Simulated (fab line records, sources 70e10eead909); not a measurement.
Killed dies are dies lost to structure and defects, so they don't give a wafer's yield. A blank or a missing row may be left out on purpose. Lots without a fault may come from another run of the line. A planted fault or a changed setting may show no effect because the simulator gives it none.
Chamber matching | flow nand_harc | NHARC_A_WL_FILL_ALD_10 on ald_hk-03: 4 sister chambers
The step deposits SiO2, target thk 50 nm, pulse time 10 s, ald cycles 500. 4 wafers are shown with their chamber, then 9 later ones without.

WAFERS WITH THEIR CHAMBER
wafer  | chamber | heater_power_w (W)
L082.4 | 1       | 532
L084.1 | 3       | 509
L084.2 | 0       | 451
L084.3 | 2       | 438

WAFERS WITHOUT THEIR CHAMBER
wafer  | heater_power_w (W)
L088.1 | 539
L088.3 | 531
L088.5 | 535
L090.3 | 557
L090.1 | 519
L090.4 | 454
L096.3 | 549
L096.4 | 517
L096.6 | 446

WHICH CHAMBER EACH WENT THROUGH
wafer  | from the rows above     | in truth
L088.1 | 1                       | 1
L088.3 | can't be placed: 1 or 3 | 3
L088.5 | 1                       | 1
L090.3 | 1                       | 1
L090.1 | can't be placed: 3 or 1 | 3
L090.4 | can't be placed: 0 or 2 | 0
L096.3 | 1                       | 1
L096.4 | can't be placed: 3 or 1 | 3
L096.6 | can't be placed: 0 or 2 | 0
Placed correctly: 4 of 9. Can't be placed from these rows: 5 (the true chamber is among the candidates in 5). Placed wrongly: 0.
How it was worked out, from the rows above alone: a wafer's distance from a chamber is the root of the sum, over the readings, of the square of ((its reading less the chamber's mean) divided by the reading's scatter). The wafer belongs to the nearest chamber; if the next one is less than 2 further off, it can't be placed. A chamber's mean is the mean of its shown wafers. The scatter: with one shown wafer a chamber, the root of the mean of the squares of how far each hidden wafer lies from its nearest shown one.
